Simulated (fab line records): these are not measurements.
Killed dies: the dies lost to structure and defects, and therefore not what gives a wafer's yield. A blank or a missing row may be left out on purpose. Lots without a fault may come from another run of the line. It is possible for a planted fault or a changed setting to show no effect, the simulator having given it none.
Which tool is to blame?	flow nand_harc	24 lots with 72 wafers sampled at 6 steps, on a route of 1159 steps

## WHAT EACH GAUGE READ, for each wafer
No reading from a measuring or inspecting step in the record can be judged against a usual standard deviation.

## WHICH TOOL RAN EACH LOT (tool, then ch and the chambers of the sampled wafers, then the start)
lot	NHARC_A_STAIRCASE_ETCH_15	NHARC_A_STAIRCASE_ETCH_17	NHARC_A_STAIRCASE_DESCUM_186	NHARC_A_STAIRCASE_ETCH_188	NHARC_A_STAIRCASE_ETCH_190	NHARC_A_STAIRCASE_TRIM_220
L074	rie_diel-09 ch 1,2,3, day 10 08:19 or earlier	rie_diel-09 ch 0,2, day 10 08:19 or earlier	rie_diel-10 ch 0,1,3, day 10 08:19	rie_diel-10 ch 0,2, day 10 14:09 or earlier	rie_diel-10 ch 0,2,3, day 10 14:09 or earlier	rie_diel-01 ch 0,1, day 10 14:09
L077	rie_diel-01 ch 2,3, day 11 12:41 or earlier	rie_diel-01 ch 0,2,3, day 11 12:41 or earlier	rie_diel-10 ch 0,1, day 11 12:41	rie_diel-10 ch 1,2,3, day 11 16:58 or earlier	rie_diel-10 ch 0,1,2, day 11 16:58 or earlier	rie_diel-10 ch 1,2,3, day 11 16:58
L075	rie_diel-10 ch 0,2,3, day 11 11:50 or earlier	rie_diel-10 ch 1,2, day 11 11:50 or earlier	rie_diel-01 ch 2,3, day 11 11:50	rie_diel-01 ch 0,2,3, day 11 15:56 or earlier	rie_diel-01 ch 0,2,3, day 11 15:56 or earlier	rie_diel-01 ch 0,2,3, day 11 15:56
L076	rie_diel-09 ch 0,2, day 11 12:26 or earlier	rie_diel-09 ch 1,2,3, day 11 12:26 or earlier	rie_diel-10 ch 1,3, day 11 12:26	rie_diel-10 ch 0,3, day 11 16:24 or earlier	rie_diel-10 ch 0,1, day 11 16:24 or earlier	rie_diel-01 ch 0,1,3, day 11 16:24
L078	rie_diel-01 ch 0,2, day 12 01:58 or earlier	rie_diel-01 ch 0,2,3, day 12 01:58 or earlier	rie_diel-09 ch 1,2, day 12 01:58	rie_diel-09 ch 0,2,3, day 12 05:46 or earlier	rie_diel-09 ch 0,2, day 12 05:46 or earlier	rie_diel-10 ch 1,2,3, day 12 05:46
L079	rie_diel-01 ch 0,2,3, day 12 02:27 or earlier	rie_diel-01 ch 0,2,3, day 12 02:27 or earlier	rie_diel-01 ch 2,3, day 12 02:27	rie_diel-01 ch 2,3, day 12 06:23 or earlier	rie_diel-01 ch 2,3, day 12 06:23 or earlier	rie_diel-09 ch 0,1,3, day 12 06:23
L080	rie_diel-10 ch 0,2,3, day 12 11:23 or earlier	rie_diel-10 ch 0,3, day 12 11:23 or earlier	rie_diel-09 ch 0,3, day 12 11:23	rie_diel-09 ch 0,1, day 12 15:11 or earlier	rie_diel-09 ch 0,1,2, day 12 15:11 or earlier	rie_diel-09 ch 1,3, day 12 15:11
L081	rie_diel-01 ch 0,1, day 12 11:58 or earlier	rie_diel-01 ch 0,1,3, day 12 11:58 or earlier	rie_diel-10 ch 1,3, day 12 11:58	rie_diel-10 ch 1,3, day 12 15:50 or earlier	rie_diel-10 ch 0,2,3, day 12 15:50 or earlier	rie_diel-10 ch 0,1,3, day 12 15:50
L082	rie_diel-01 ch 1,2,3, day 13 02:32 or earlier	rie_diel-01 ch 1,2,3, day 13 02:32 or earlier	rie_diel-10 ch 1,3, day 13 02:32	rie_diel-10 ch 1,3, day 13 06:50 or earlier	rie_diel-10 ch 0,1, day 13 06:50 or earlier	rie_diel-10 ch 0,1,2, day 13 06:50
L083	rie_diel-01 ch 0,1,2, day 13 11:28 or earlier	rie_diel-01 ch 0,2, day 13 11:28 or earlier	rie_diel-01 ch 1,2,3, day 13 11:28	rie_diel-01 ch 0,1, day 13 15:25 or earlier	rie_diel-01 ch 1,2, day 13 15:25 or earlier	rie_diel-10 ch 2,3, day 13 15:25
L084	rie_diel-10 ch 0,1, day 13 11:53 or earlier	rie_diel-10 ch 0,3, day 13 11:53 or earlier	rie_diel-10 ch 0,1, day 13 11:53	rie_diel-10 ch 1,2,3, day 13 15:49 or earlier	rie_diel-10 ch 2,3, day 13 15:49 or earlier	rie_diel-09 ch 0,1,2, day 13 15:49
L085	rie_diel-09 ch 0,1,3, day 14 04:10 or earlier	rie_diel-09 ch 0,1,2, day 14 04:10 or earlier	rie_diel-09 ch 0,2,3, day 14 04:10	rie_diel-09 ch 0,1,2, day 14 09:34 or earlier	rie_diel-09 ch 0,1,2, day 14 09:34 or earlier	rie_diel-09 ch 0,2,3, day 14 09:34
L088	rie_diel-09 ch 1,2, day 14 12:13 or earlier	rie_diel-09 ch 0,1,3, day 14 12:13 or earlier	rie_diel-10 ch 0,2,3, day 14 12:13	rie_diel-10 ch 0,2,3, day 14 16:22 or earlier	rie_diel-10 ch 0,2, day 14 16:22 or earlier	rie_diel-01 ch 1,3, day 14 16:22
L087	rie_diel-10 ch 0,2,3, day 14 12:34 or earlier	rie_diel-10 ch 0,1,3, day 14 12:34 or earlier	rie_diel-09 ch 0,1, day 14 12:34	rie_diel-09 ch 0,1,3, day 14 16:43 or earlier	rie_diel-09 ch 0,1,3, day 14 16:43 or earlier	rie_diel-01 ch 0,2,3, day 14 16:43
L086	rie_diel-10 ch 1,3, day 14 16:20 or earlier	rie_diel-10 ch 0,2,3, day 14 16:20 or earlier	rie_diel-01 ch 1,2,3, day 14 16:20	rie_diel-01 ch 1,3, day 14 20:31 or earlier	rie_diel-01 ch 0,1,3, day 14 20:31 or earlier	rie_diel-10 ch 1,2,3, day 14 20:31
L092	rie_diel-09 ch 0,1,2, day 15 00:49 or earlier	rie_diel-09 ch 1,2,3, day 15 00:49 or earlier	rie_diel-01 ch 0,1,2, day 15 00:49	rie_diel-01 ch 1,2,3, day 15 04:47 or earlier	rie_diel-01 ch 0,1,2, day 15 04:47 or earlier	rie_diel-10 ch 0,2,3, day 15 04:47
L091	rie_diel-01 ch 1,2,3, day 15 04:44 or earlier	rie_diel-01 ch 1,2,3, day 15 04:44 or earlier	rie_diel-01 ch 1,2, day 15 04:44	rie_diel-01 ch 0,1, day 15 08:46 or earlier	rie_diel-01 ch 0,2, day 15 08:46 or earlier	rie_diel-09 ch 0,3, day 15 08:46
L089	rie_diel-01 ch 0,1,3, day 15 03:47 or earlier	rie_diel-01 ch 1,2,3, day 15 03:47 or earlier	rie_diel-09 ch 0,2,3, day 15 03:47	rie_diel-09 ch 0,2, day 15 08:22 or earlier	rie_diel-09 ch 0,1, day 15 08:22 or earlier	rie_diel-01 ch 0,1, day 15 08:22
L090	rie_diel-09 ch 0,1,3, day 15 04:15 or earlier	rie_diel-09 ch 1,2, day 15 04:15 or earlier	rie_diel-01 ch 1,2,3, day 15 04:15	rie_diel-01 ch 0,1, day 15 08:06 or earlier	rie_diel-01 ch 0,1,3, day 15 08:06 or earlier	rie_diel-01 ch 2,3, day 15 08:06
L093	rie_diel-09 ch 1,2, day 15 23:49 or earlier	rie_diel-09 ch 0,1,2, day 15 23:49 or earlier	rie_diel-09 ch 0,2,3, day 15 23:49	rie_diel-09 ch 0,1, day 16 06:31 or earlier	rie_diel-09 ch 0,3, day 16 06:31 or earlier	rie_diel-09 ch 0,1, day 16 06:31
L094	rie_diel-01 ch 1,2,3, day 16 00:04 or earlier	rie_diel-01 ch 0,1,3, day 16 00:04 or earlier	rie_diel-09 ch 0,1,3, day 16 00:04	rie_diel-09 ch 0,2,3, day 16 06:48 or earlier	rie_diel-09 ch 0,2,3, day 16 06:48 or earlier	rie_diel-01 ch 0,2,3, day 16 06:48
L095	rie_diel-09 ch 1,2,3, day 16 03:59 or earlier	rie_diel-09 ch 1,2,3, day 16 03:59 or earlier	rie_diel-10 ch 0,2,3, day 16 03:59	rie_diel-10 ch 1,2,3, day 16 08:19 or earlier	rie_diel-10 ch 0,1,2, day 16 08:19 or earlier	rie_diel-09 ch 0,1,2, day 16 08:19
L097	rie_diel-10 ch 1,2,3, day 16 12:56 or earlier	rie_diel-10 ch 0,2,3, day 16 12:56 or earlier	rie_diel-01 ch 1,2, day 16 12:56	rie_diel-01 ch 1,3, day 16 17:26 or earlier	rie_diel-01 ch 0,1, day 16 17:26 or earlier	rie_diel-09 ch 0,1, day 16 17:26
L096	rie_diel-10 ch 1,2,3, day 16 21:58 or earlier	rie_diel-10 ch 0,1,2, day 16 21:58 or earlier	rie_diel-01 ch 0,1,3, day 16 21:58	rie_diel-01 ch 0,3, day 17 02:21 or earlier	rie_diel-01 ch 1,2,3, day 17 02:21 or earlier	rie_diel-10 ch 2,3, day 17 02:21
- NHARC_A_STAIRCASE_ETCH_15: etches the open film in C4F8/O2, target depth 100 nm, time 40.5 s.
- NHARC_A_STAIRCASE_ETCH_17: etches the open film in C4F8/O2, target depth 100 nm, time 40.5 s.
- NHARC_A_STAIRCASE_DESCUM_186: chemistry O2, time 3 s.
- NHARC_A_STAIRCASE_ETCH_188: etches the open film in C4F8/O2, target depth 100 nm, time 40.5 s.
- NHARC_A_STAIRCASE_ETCH_190: etches the open film in C4F8/O2, target depth 100 nm, time 40.5 s.
- NHARC_A_STAIRCASE_TRIM_220: chemistry O2, time 211.2 s.

## AS READ BY THE TOOLS THEMSELVES (means over the sampled wafers that have a number; for cases with no such wafer, the mark the record gives instead)
NHARC_A_STAIRCASE_ETCH_15.
lot	tool	oes_product_au (a.u.)	rf_vpp_V (V)
L074	rie_diel-09	0.936	902
L077	rie_diel-01	0.928	895
L075	rie_diel-10	0.934	901
L076	rie_diel-09	0.935	901
L078	rie_diel-01	0.935	896
L079	rie_diel-01	0.935	896
L080	rie_diel-10	0.938	902
L081	rie_diel-01	0.942	900
L082	rie_diel-01	0.941	896
L083	rie_diel-01	0.949	896
L084	rie_diel-10	0.934	897
L085	rie_diel-09	0.929	900
L088	rie_diel-09	0.944	902
L087	rie_diel-10	0.932	901
L086	rie_diel-10	0.930	902
L092	rie_diel-09	0.934	900
L091	rie_diel-01	0.933	895
L089	rie_diel-01	0.942	900
L090	rie_diel-09	0.922	899
L093	rie_diel-09	0.936	901
L094	rie_diel-01	0.939	896
L095	rie_diel-09	0.936	901
L097	rie_diel-10	0.948	902
L096	rie_diel-10	0.935	902

NHARC_A_STAIRCASE_ETCH_17.
lot	tool	oes_product_au (a.u.)	rf_vpp_V (V)
L074	rie_diel-09	0.934	902
L077	rie_diel-01	0.931	897
L075	rie_diel-10	0.943	903
L076	rie_diel-09	0.957	902
L078	rie_diel-01	0.927	897
L079	rie_diel-01	0.936	897
L080	rie_diel-10	0.933	902
L081	rie_diel-01	0.936	899
L082	rie_diel-01	0.940	896
L083	rie_diel-01	0.950	896
L084	rie_diel-10	0.919	898
L085	rie_diel-09	0.938	899
L088	rie_diel-09	0.935	899
L087	rie_diel-10	0.926	899
L086	rie_diel-10	0.928	902
L092	rie_diel-09	0.942	901
L091	rie_diel-01	0.926	895
L089	rie_diel-01	0.929	895
L090	rie_diel-09	0.931	902
L093	rie_diel-09	0.946	899
L094	rie_diel-01	0.952	900
L095	rie_diel-09	0.930	901
L097	rie_diel-10	0.945	901
L096	rie_diel-10	0.946	899

NHARC_A_STAIRCASE_DESCUM_186.
lot	tool	drypump_motor_current_A (A)	oes_product_au (a.u.)	rf_vpp_V (V)	showerhead_plenum_p_Torr (Torr)	throttle_valve_pct (%)
L074	rie_diel-10	5.6	0.986	58.1	1.97	11.315
L077	rie_diel-10	6.0	0.982	58.3	1.91	11.313
L075	rie_diel-01	5.9	0.981	57.3	1.92	11.308
L076	rie_diel-10	5.3	0.997	58.0	2.03	11.319
L078	rie_diel-09	5.8	0.992	58.4	1.97	11.304
L079	rie_diel-01	5.8	0.987	57.7	1.92	11.313
L080	rie_diel-09	5.4	1.001	57.6	2.00	11.315
L081	rie_diel-10	5.5	1.001	57.9	1.98	11.306
L082	rie_diel-10	5.3	0.993	59.1	2.02	11.317
L083	rie_diel-01	5.8	0.998	56.6	1.91	11.303
L084	rie_diel-10	6.0	0.989	57.8	1.91	11.317
L085	rie_diel-09	5.6	0.993	58.2	2.01	11.302
L088	rie_diel-10	5.9	0.990	57.7	2.00	11.307
L087	rie_diel-09	5.8	0.982	57.9	1.94	11.305
L086	rie_diel-01	5.9	0.990	58.3	1.91	11.319
L092	rie_diel-01	5.7	1.001	58.0	1.91	11.313
L091	rie_diel-01	6.0	0.991	56.8	1.84	11.308
L089	rie_diel-09	5.6	0.991	57.9	2.00	11.315
L090	rie_diel-01	5.8	1.000	58.3	1.91	11.316
L093	rie_diel-09	5.6	0.990	58.2	2.00	11.311
L094	rie_diel-09	5.6	0.995	58.3	1.96	11.311
L095	rie_diel-10	5.9	1.002	59.0	2.00	11.315
L097	rie_diel-01	5.9	0.988	58.7	1.90	11.308
L096	rie_diel-01	5.6	1.003	57.5	1.97	11.314

NHARC_A_STAIRCASE_ETCH_188.
lot	tool	oes_product_au (a.u.)	rf_vpp_V (V)
L074	rie_diel-10	0.933	901
L077	rie_diel-10	0.934	903
L075	rie_diel-01	0.935	896
L076	rie_diel-10	0.945	898
L078	rie_diel-09	0.937	902
L079	rie_diel-01	0.931	892
L080	rie_diel-09	0.940	897
L081	rie_diel-10	0.927	900
L082	rie_diel-10	0.938	903
L083	rie_diel-01	0.960	900
L084	rie_diel-10	0.943	902
L085	rie_diel-09	0.926	901
L088	rie_diel-10	0.926	902
L087	rie_diel-09	0.922	899
L086	rie_diel-01	0.921	900
L092	rie_diel-01	0.925	896
L091	rie_diel-01	0.931	900
L089	rie_diel-09	0.942	902
L090	rie_diel-01	0.940	899
L093	rie_diel-09	0.910	898
L094	rie_diel-09	0.919	901
L095	rie_diel-10	0.948	903
L097	rie_diel-01	0.956	899
L096	rie_diel-01	0.941	898

NHARC_A_STAIRCASE_ETCH_190.
lot	tool	oes_product_au (a.u.)	rf_vpp_V (V)
L074	rie_diel-10	0.919	901
L077	rie_diel-10	0.934	899
L075	rie_diel-01	0.941	898
L076	rie_diel-10	0.936	896
L078	rie_diel-09	0.941	903
L079	rie_diel-01	0.923	896
L080	rie_diel-09	0.940	901
L081	rie_diel-10	0.928	901
L082	rie_diel-10	0.924	895
L083	rie_diel-01	0.950	892
L084	rie_diel-10	0.951	905
L085	rie_diel-09	0.944	900
L088	rie_diel-10	0.934	901
L087	rie_diel-09	0.923	899
L086	rie_diel-01	0.939	900
L092	rie_diel-01	0.930	895
L091	rie_diel-01	0.938	892
L089	rie_diel-09	0.934	898
L090	rie_diel-01	0.954	900
L093	rie_diel-09	0.918	900
L094	rie_diel-09	0.934	901
L095	rie_diel-10	0.955	899
L097	rie_diel-01	0.956	899
L096	rie_diel-01	0.940	895

NHARC_A_STAIRCASE_TRIM_220.
lot	tool	drypump_motor_current_A (A)	oes_product_au (a.u.)	rf_vpp_V (V)	showerhead_plenum_p_Torr (Torr)	throttle_valve_pct (%)
L074	rie_diel-01	5.4	1.002	58.7	3.67	17.035
L077	rie_diel-10	5.8	1.000	57.6	3.72	17.029
L075	rie_diel-01	5.7	0.991	57.7	3.54	17.035
L076	rie_diel-01	5.5	1.003	58.2	3.65	17.034
L078	rie_diel-10	5.8	0.999	57.8	3.72	17.041
L079	rie_diel-09	5.6	0.994	58.2	3.63	17.036
L080	rie_diel-09	5.3	1.009	57.6	3.65	17.036
L081	rie_diel-10	5.6	0.983	57.7	3.61	17.039
L082	rie_diel-10	6.2	0.983	57.8	3.61	17.041
L083	rie_diel-10	5.5	0.990	58.2	3.78	17.036
L084	rie_diel-09	5.8	0.991	57.8	3.65	17.028
L085	rie_diel-09	5.6	0.992	58.1	3.69	17.033
L088	rie_diel-01	5.7	1.000	58.4	3.63	17.033
L087	rie_diel-01	5.7	1.000	57.6	3.53	17.037
L086	rie_diel-10	5.8	0.989	57.5	3.70	17.031
L092	rie_diel-10	5.9	0.991	58.1	3.67	17.040
L091	rie_diel-09	5.6	0.990	58.3	3.63	17.035
L089	rie_diel-01	5.5	1.001	57.7	3.63	17.030
L090	rie_diel-01	5.8	1.008	58.1	3.52	17.038
L093	rie_diel-09	5.9	0.983	57.6	3.57	17.033
L094	rie_diel-01	5.7	1.007	57.3	3.52	17.041
L095	rie_diel-09	5.8	0.994	57.5	3.63	17.041
L097	rie_diel-09	5.8	0.972	58.8	3.57	17.035
L096	rie_diel-10	5.5	0.994	59.0	3.76	17.037

## THE ANSWER, worked out from the rows above alone
Rule: the usual values come from the lots themselves. The widest of any qualifying gaps counts: lots, ordered by their means at a reading, are off when they make up no more than a third of the lots, leave a main group of 4 or more, and stand apart from it by 3 or more times the standard deviation of that group's means. The tables above print the reading to a certain number of digits; a main group whose means all agree to those digits is not used. Also off: a lot with no number at a reading for which 4 or more lots have one. All remaining lots with rows at the step are treated as sound. Order of review: gauges by route order, followed by the tools' own readings, for which a lot's mean as printed above is used. At the first step where some lot is off, the reading lying furthest off is the one used; lots without a number count as furthest.
No lot is off at any reading shown: from this, nothing can be told.

## WHAT WAS PUT IN BY THE SIMULATOR
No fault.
